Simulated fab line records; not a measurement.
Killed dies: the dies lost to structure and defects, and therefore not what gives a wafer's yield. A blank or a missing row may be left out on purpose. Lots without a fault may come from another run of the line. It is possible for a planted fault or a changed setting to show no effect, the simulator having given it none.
A single fault, viewed from 2 desks ; flow n5-finfet ; what lay behind the numbers comes last; until then each desk has only its own

## FOR THE TOOL OWNER'S DESK: epi-rpcvd-04
The tool's own readings at N5_SD_EPI_P_EPI_21 (deposits SiGe:B, time 355 s): means of the sampled wafers that have a number, for each lot that ran on this tool. A lot is out of limits, marked OUT, if its mean lies more than 4 standard deviations from the usual mean; the brackets give that distance.
Columns: A = chamber-pressure-Torr at N5_SD_EPI_P_EPI_21, usual 20.00 Torr; B = susceptor-temp-C at N5_SD_EPI_P_EPI_21, usual 550.0 C
lot;first seen here;A;B
L601;day 3 14:02;19.99;550.0
L605;day 4 13:08;20.00;550.1
L611;day 6 00:40;19.95;550.1
This desk found nothing out of limits on any of the 3 lots.

## THE METROLOGY DESK
What the gauges read for every lot (on any tool): the sampled wafers with a number, averaged. A lot is out of limits, marked OUT, if its mean lies more than 4 standard deviations from the usual mean; the brackets give that distance. Only the readings that lie furthest out on some lot appear, 7 of the 11 it has.
Columns: A = DIBL_P at N5_BEOL_M4_RC_MEAS_101, usual 37.0 mV/V; B = IOFF_P at N5_BEOL_M4_RC_MEAS_101, usual 0.22 nA/um; C = ION_N at N5_BEOL_M4_RC_MEAS_101, usual 673 uA/um; D = ION_P at N5_BEOL_M4_RC_MEAS_101, usual 462 uA/um; E = RS_SD_P at N5_BEOL_M4_RC_MEAS_101, usual 65.8 ohm/sq; F = VT_N at N5_BEOL_M4_RC_MEAS_101, usual 250 mV; G = VT_P at N5_BEOL_M4_RC_MEAS_101, usual -250 mV
lot;first seen here;A;B;C;D;E;F;G
L601;day 8 20:34;38.5;0.24;671;459;65.8;248;-250
L600;day 8 22:50;38.8;0.22;679;460;65.1;248;-251
L605;day 9 12:34;36.1;0.18;665;453;65.5;252;-254
L611;day 10 21:02;37.2;0.23;684;470;64.3;248;-249
L615;day 12 05:52;40.0;0.28;691;480;67.3;244;-245
L614;day 12 16:13;37.7;0.21;673;459;65.6;249;-254
L617;day 12 18:59;41.0;0.30;692;476;65.3;243;-243
L620;day 13 12:33;33.7;0.18;675;460;64.9;252;-251
L619;day 13 12:44;38.1;0.22;678;461;64.9;248;-251
L623;day 15 19:44;35.8;0.19;674;458;67.6;250;-253
This desk found nothing out of limits on any of the 10 lots.

## TAKEN TOGETHER
The tool owner's desk saw nothing out of limits.
Metrology desk: nothing out of limits seen.

## WHAT THE SIMULATOR PUT IN
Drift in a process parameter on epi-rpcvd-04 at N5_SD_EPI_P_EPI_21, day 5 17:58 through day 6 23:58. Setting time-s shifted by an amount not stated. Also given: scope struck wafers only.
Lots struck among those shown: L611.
